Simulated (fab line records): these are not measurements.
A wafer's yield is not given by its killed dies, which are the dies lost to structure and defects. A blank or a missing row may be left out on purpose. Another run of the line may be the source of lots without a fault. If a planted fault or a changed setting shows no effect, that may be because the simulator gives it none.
What tool caused it? + flow nand_harc + at 1 step of a route of 1302, 24 lots with 72 wafers sampled

== WHAT THE GAUGES READ, wafer by wafer ==
NHARC_A_SIN_REMOVE_INSPECT_04. Usual: raw_defect_count reads 406 (standard deviation 89).
| lot  | measured     | on                | raw_defect_count | flag |
|------|--------------|-------------------|------------------|------|
| L074 | day 20 02:40 | defect_inspect-02 | 432 544 590      |      |
| L075 | day 20 19:20 | defect_inspect-02 | 332 458 426      |      |
| L076 | day 20 19:21 | defect_inspect-01 | 324 444 398      |      |
| L077 | day 21 01:59 | defect_inspect-01 | 443 440 501      |      |
| L078 | day 21 20:09 | defect_inspect-01 | 376 307 336      |      |
| L080 | day 22 06:04 | defect_inspect-02 | 321 328 352      |      |
| L079 | day 22 06:04 | defect_inspect-01 | 314 326 345      |      |
| L081 | day 22 22:19 | defect_inspect-01 | 506 446 447      |      |
| L082 | day 23 19:27 | defect_inspect-01 | 442 511 497      |      |
| L084 | day 24 02:44 | defect_inspect-02 | 438 452 483      |      |
| L083 | day 24 02:44 | defect_inspect-01 | 358 337 367      |      |
| L085 | day 24 16:22 | defect_inspect-02 | 366 360 362      |      |
| L086 | day 24 16:22 | defect_inspect-01 | 376 389 328      |      |
| L089 | day 25 16:20 | defect_inspect-01 | 302 308 333      |      |
| L088 | day 25 19:49 | defect_inspect-02 | 399 379 583      |      |
| L087 | day 25 19:49 | defect_inspect-01 | 355 423 347      |      |
| L091 | day 26 21:48 | defect_inspect-02 | 416 497 576      |      |
| L090 | day 27 09:57 | defect_inspect-02 | 349 397 405      |      |
| L092 | day 28 03:54 | defect_inspect-01 | 325 395 287      |      |
| L094 | day 28 05:58 | defect_inspect-01 | 349 454 374      |      |
| L093 | day 28 09:13 | defect_inspect-01 | 317 265 319      |      |
| L096 | day 28 21:26 | defect_inspect-02 | 391 353 355      |      |
| L095 | day 28 21:28 | defect_inspect-01 | 318 252 273      |      |
| L097 | day 29 16:32 | defect_inspect-01 | 436 359 336      |      |

== TOOL THAT RAN EACH LOT (tool first, then ch and the chambers of the sampled wafers, then the start) ==
There is no process step in the record ahead of these readings.

== AS READ BY THE TOOLS THEMSELVES (means over the sampled wafers that have a number; for cases with no such wafer, the mark the record gives instead) ==
The record holds no such reading with a usual standard deviation.

== THE ANSWER, worked out from the rows above alone ==
Rule: a lot counts as off when the mean over its wafers that have a number is more than 3 standard deviations away from the usual mean. A lot without any number at a reading at which 4 lots or more have one is off too. The other lots that the step has rows for count as sound. First the gauges in route order, then the tools' own readings, where a lot's mean is used as printed above. The first step at which some lot is off is used, and at that step the reading that is off furthest; a lot without a number counts as furthest.
No lot is off on any of the readings shown, so nothing can be concluded from this.

== WHAT HAD BEEN PUT IN BY THE SIMULATOR ==
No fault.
